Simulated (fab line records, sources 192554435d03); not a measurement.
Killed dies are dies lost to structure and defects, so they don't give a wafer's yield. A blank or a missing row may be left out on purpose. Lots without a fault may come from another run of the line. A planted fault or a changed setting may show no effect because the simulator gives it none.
Chamber matching | flow n5_finfet | N5_DUMMY_GATE_ETCH_29 on rie_diel-06: 4 sister chambers
The step etches underlayer in N2/H2, target depth 13 nm. 4 wafers are shown with their chamber, then 7 later ones without.

WAFERS WITH THEIR CHAMBER
wafer  | chamber | showerhead_plenum_p_Torr (Torr)
L079.1 | 2       | 2.66
L084.1 | 3       | 2.69
L087.1 | 0       | 2.53
L087.5 | 1       | 2.52

WAFERS WITHOUT THEIR CHAMBER
wafer  | showerhead_plenum_p_Torr (Torr)
L087.6 | 2.53
L091.1 | 2.69
L091.4 | 2.52
L091.5 | 2.52
L093.1 | 2.52
L093.4 | 2.52
L093.6 | 2.65

WHICH CHAMBER EACH WENT THROUGH
wafer  | from the rows above | in truth
L087.6 | 0                   | 0
L091.1 | 3                   | 3
L091.4 | 1                   | 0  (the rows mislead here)
L091.5 | 1                   | 1
L093.1 | 1                   | 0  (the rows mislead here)
L093.4 | 1                   | 1
L093.6 | 2                   | 2
Placed correctly: 5 of 7. Can't be placed from these rows: 0. Placed wrongly: 2.
How it was worked out, from the rows above alone: a wafer's distance from a chamber is the root of the sum, over the readings, of the square of ((its reading less the chamber's mean) divided by the reading's scatter). The wafer belongs to the nearest chamber; if the next one is less than 2 further off, it can't be placed. A chamber's mean is the mean of its shown wafers. The scatter: with one shown wafer a chamber, the root of the mean of the squares of how far each hidden wafer lies from its nearest shown one.
